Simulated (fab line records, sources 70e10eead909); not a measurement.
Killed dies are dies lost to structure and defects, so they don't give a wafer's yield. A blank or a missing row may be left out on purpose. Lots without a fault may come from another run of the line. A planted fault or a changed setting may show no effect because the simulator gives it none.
Which tool did it? | flow nand_harc | 6 lots, 18 wafers sampled, at 3 steps of a route of 1302

WHAT THE GAUGES READ, wafer by wafer
NHARC_A_ONON_D1_THK_MEAS_18: measures by ellipsometry.
lot  | measured     | on            | thk_nm (nm)
L907 | day 10 05:54 | film_metro-02 | 1010 1008 1010
L910 | day 11 17:55 | film_metro-01 | 1006 1005 1007
L912 | day 12 11:37 | film_metro-01 | 1016 1014 1013
L915 | day 14 07:58 | film_metro-01 | 1001 999 998
L920 | day 15 18:36 | film_metro-02 | 1459 1458 1458 1459 1459 1458
L923 | day 16 18:41 | film_metro-02 | 996 997 998

WHICH TOOL RAN EACH LOT (tool, then ch and the chambers of the sampled wafers, then the start)
lot  | NHARC_A_ZERO_WELL_ETCH_13        | NHARC_A_ONON_D1_DEP_16
L907 | rie_si-06 ch 1,2, day 8 20:32    | pecvd_onon-01 ch 0, day 10 05:23
L910 | rie_si-06 ch 2,3, day 10 08:43   | pecvd_onon-02 ch 0, day 11 17:31
L912 | rie_si-05 ch 0,1,2, day 11 03:13 | pecvd_onon-02 ch 0, day 12 11:10
L915 | rie_si-04 ch 0,1,2, day 12 21:47 | pecvd_onon-02 ch 0, day 14 07:35
L920 | rie_si-06 ch 1,2,3, day 14 10:38 | pecvd_onon-02 ch 0, day 15 18:16
L923 | rie_si-05 ch 0,1,3, day 15 11:05 | pecvd_onon-03 ch 0, day 16 18:14
- NHARC_A_ZERO_WELL_ETCH_13: etches the open film in HBr/Cl2, target depth 120 nm, time 40.1 s.
- NHARC_A_ONON_D1_DEP_16: target thk 1000 nm.

THE ANSWER, worked out from the rows above alone
Rule: what is usual is taken from the lots themselves. Put in order of their means at a reading, lots are off if they are a third of the lots or fewer, leave a main group of 4 or more, and stand apart from it by a gap of 3 or more times the standard deviation of the main group's means; of several such gaps the widest counts. A main group whose means are all the same, to the digits that the tables above print for the reading, isn't used. A lot without any number at a reading at which 4 lots or more have one is off too. The other lots that the step has rows for count as sound.
Off: L920, at NHARC_A_ONON_D1_THK_MEAS_18 (thk_nm). The main group: mean 1005 nm, standard deviation 6.4.
A tool fits if, at a process step before that reading, it ran every lot that is off, and no sound lot after the first of them. The gauges at NHARC_A_ONON_D1_THK_MEAS_18 are tried like those tools. Can't be told from this: 2 tools fit, rie_si-06 at NHARC_A_ZERO_WELL_ETCH_13, pecvd_onon-02 at NHARC_A_ONON_D1_DEP_16.

WHAT THE SIMULATOR HAD PUT IN
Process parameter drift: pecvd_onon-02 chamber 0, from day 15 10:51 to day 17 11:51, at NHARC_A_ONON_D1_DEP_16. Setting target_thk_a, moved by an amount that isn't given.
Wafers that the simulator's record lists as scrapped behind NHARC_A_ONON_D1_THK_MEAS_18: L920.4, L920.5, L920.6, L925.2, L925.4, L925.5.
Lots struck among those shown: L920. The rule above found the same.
